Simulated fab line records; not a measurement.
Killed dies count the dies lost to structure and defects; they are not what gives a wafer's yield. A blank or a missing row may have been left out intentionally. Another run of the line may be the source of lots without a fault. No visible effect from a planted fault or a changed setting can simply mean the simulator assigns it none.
Split-lot trial | flow n5_finfet | 7 lots, 21 wafers read, on a route of 1938 steps

## ON THE SPLIT
At N5_SD_EPI_P_COAT_34 (time 60 s, resist thk 350 nm), the setting spin_rpm was moved away from the recipe's 1500 rpm on 7 of the 21 wafers read, by -8.9% to +10.4%. All remaining wafers had this setting at the recipe value.

The split's own step is where the reading is taken.

## THE READING
SOC_of_SD_EPI_P_COAT_34.thk_nm (the simulator's own value, which no gauge read), in nm, at N5_SD_EPI_P_COAT_34 (time 60 s, resist thk 350 nm). The file gives no usual value for it. Here, 14 wafers ran the recipe; their average is 349.9 nm with a standard deviation of 0.79 nm.

wafer  | tool, chamber at the split | spin_rpm as run, rpm | against the recipe | SOC_of_SD_EPI_P_COAT_34.thk_nm, nm | against lot-mates on the recipe
L075.3 | litho_track-05, 0          | 1500                 | recipe             | 348.8                              | -
L075.4 | litho_track-05, 0          | 1440                 | -4.0%              | 356.8                              | +7.5
L075.6 | litho_track-05, 0          | 1500                 | recipe             | 349.8                              | -
L076.3 | litho_track-03, 0          | 1500                 | recipe             | 350                                | -
L076.5 | litho_track-03, 0          | 1500                 | recipe             | 349.4                              | -
L076.6 | litho_track-03, 0          | 1500                 | recipe             | 348.6                              | -
L080.1 | litho_track-01, 0          | 1500                 | recipe             | 349.4                              | -
L080.2 | litho_track-01, 0          | 1367                 | -8.9%              | 365.4                              | +15.9
L080.3 | litho_track-01, 0          | 1500                 | recipe             | 349.6                              | -
L081.1 | litho_track-05, 0          | 1500                 | recipe             | 350.2                              | -
L081.2 | litho_track-05, 0          | 1500                 | recipe             | 350.6                              | -
L081.4 | litho_track-05, 0          | 1500                 | recipe             | 350.6                              | -
L083.2 | litho_track-05, 0          | 1500                 | recipe             | 350.2                              | -
L083.5 | litho_track-05, 0          | 1656                 | +10.4%             | 332.4                              | -18.2
L083.6 | litho_track-05, 0          | 1500                 | recipe             | 351                                | -
L085.4 | litho_track-05, 0          | 1632                 | +8.8%              | 335.2                              | -13.6
L085.5 | litho_track-05, 0          | 1632                 | +8.8%              | 334.4                              | -14.4
L085.6 | litho_track-05, 0          | 1500                 | recipe             | 348.8                              | -
L092.2 | litho_track-01, 0          | 1396                 | -6.9%              | 362.6                              | +11.4
L092.5 | litho_track-01, 0          | 1396                 | -6.9%              | 363.8                              | +12.6
L092.6 | litho_track-01, 0          | 1500                 | recipe             | 351.2                              | -

THE FIT
A straight line over all 21 wafers: SOC_of_SD_EPI_P_COAT_34.thk_nm changes by -1.76 nm for each +1% of spin_rpm; r = -1.00; the points scatter about the line by 0.82 nm.
The same after taking each lot's own level away (the mean of its wafers on the recipe; 21 wafers): -1.7 nm for each +1%; r = -1.00; scatter 0.55 nm.
The reading moves by 18 nm for the largest change in spin_rpm, on that fit.
Across the lots, their own levels run from 348.80 to 351.20 nm, a range of 3.0 times the standard deviation given above.
The two slopes agree, so the slope changes little with the lot-to-lot level.
Check: -17.3 nm against its lot-mates is what the line predicts for one of the wafers moved furthest among these (+10.4%) when that wafer is left out of the fit. It came out at -18.2 nm against them.

## THESE WAFERS: OTHER SPLITS
These wafers also went through other splits before the reading. Each is held against what the fit with the lots' levels taken away leaves over:
other split on the same wafers       | wafers away from the commonest value | r with SOC_of_SD_EPI_P_COAT_34.thk_nm (lot level and that fit taken away)
N5_SD_EPI_N_EPI_21 epi_growth_time_s | 9                                    | +0.05

## THE FILE'S OWN FIT
SOC_of_SD_EPI_P_COAT_34.thk_nm changes by -1.73 nm for each +1% of spin_rpm, r = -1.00.
